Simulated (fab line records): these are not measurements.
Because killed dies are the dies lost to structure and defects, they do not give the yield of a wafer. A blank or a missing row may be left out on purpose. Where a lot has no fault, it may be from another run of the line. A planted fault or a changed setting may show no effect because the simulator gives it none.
Chamber matching | flow n5 finfet | pecvd-03 running N5_BEOL_M6_ILD_DEP_00: 3 sister chambers
The step deposits SiCOH lowk from DEMS/porogen, target thk 179.75 nm, time 33.4 s. 16 wafers are shown with their chamber, then 8 later ones without.

## EACH WAFER AND ITS CHAMBER
wafer  | chamber | throttle valve pct (%) | heater power w (W) | showerhead plenum p Torr (Torr)
L074.1 | 0       | 13.5                   | 360                | 5.735
L074.2 | 1       | 15.0                   | 336                | 5.756
L074.3 | 2       | 14.0                   | 287                | 5.742
L075.1 | 0       | 13.5                   | 326                | 5.766
L075.5 | 1       | 14.8                   | 366                | 5.763
L075.6 | 0       | 13.5                   | 338                | 5.745
L076.1 | 0       | 13.7                   | 336                | 5.739
L076.2 | 1       | 15.1                   | 370                | 5.731
L076.3 | 0       | 13.3                   | 342                | 5.750
L076.4 | 1       | 15.0                   | 380                | 5.732
L076.5 | 0       | 13.6                   | 348                | 5.737
L076.6 | 1       | 14.9                   | 369                | 5.748
L078.3 | 1       | 15.1                   | 382                | 5.744
L078.4 | 0       | 13.4                   | 312                | 5.745
L078.6 | 0       | 13.4                   | 318                | 5.752
L089.1 | 2       | 12.7                   | 317                | 5.740

SIGNATURES (means of the wafers above)
reading                  | chamber 0 | chamber 1 | chamber 2 | scatter within a chamber
throttle valve pct       | 13.488    | 14.983    | 13.350    | 0.28
heater power w           | 335.00    | 367.17    | 302.00    | 16.6
showerhead plenum p Torr | 5.74613   | 5.74567   | 5.74100   | 0.0108
Rule: distance of a wafer from a chamber = root of the sum over the readings of ((wafer's reading minus chamber's mean) / reading's scatter) squared. If the next closest chamber is less than 2 further off than the closest, the wafer can't be placed; otherwise it belongs to the closest. The scatter: the root of (the sum of the squares of (reading less its chamber's mean) over the shown wafers, divided by (wafers less chambers)).

## WAFERS MISSING THEIR CHAMBER
wafer  | throttle valve pct (%) | heater power w (W) | showerhead plenum p Torr (Torr)
L089.2 | 15.1                   | 379                | 5.757
L089.4 | 13.5                   | 312                | 5.750
L090.1 | 15.0                   | 358                | 5.740
L090.2 | 12.5                   | 275                | 5.742
L090.3 | 13.7                   | 342                | 5.743
L095.2 | 15.0                   | 346                | 5.745
L095.3 | 12.8                   | 294                | 5.755
L095.6 | 13.5                   | 366                | 5.743

## WHICH CHAMBER EACH WENT THROUGH
wafer  | from the rows above     | in truth
L089.2 | 1                       | 1
L089.4 | can't be placed: 2 or 0 | 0
L090.1 | 1                       | 1
L090.2 | can't be placed: 2 or 0 | 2
L090.3 | can't be placed: 0 or 2 | 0
L095.2 | 1                       | 1
L095.3 | can't be placed: 2 or 0 | 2
L095.6 | 0                       | 0
4 of 8 placed correctly. From these rows, 4 cannot be placed; in 4 the true chamber is one of the candidates. 0 placed wrongly.
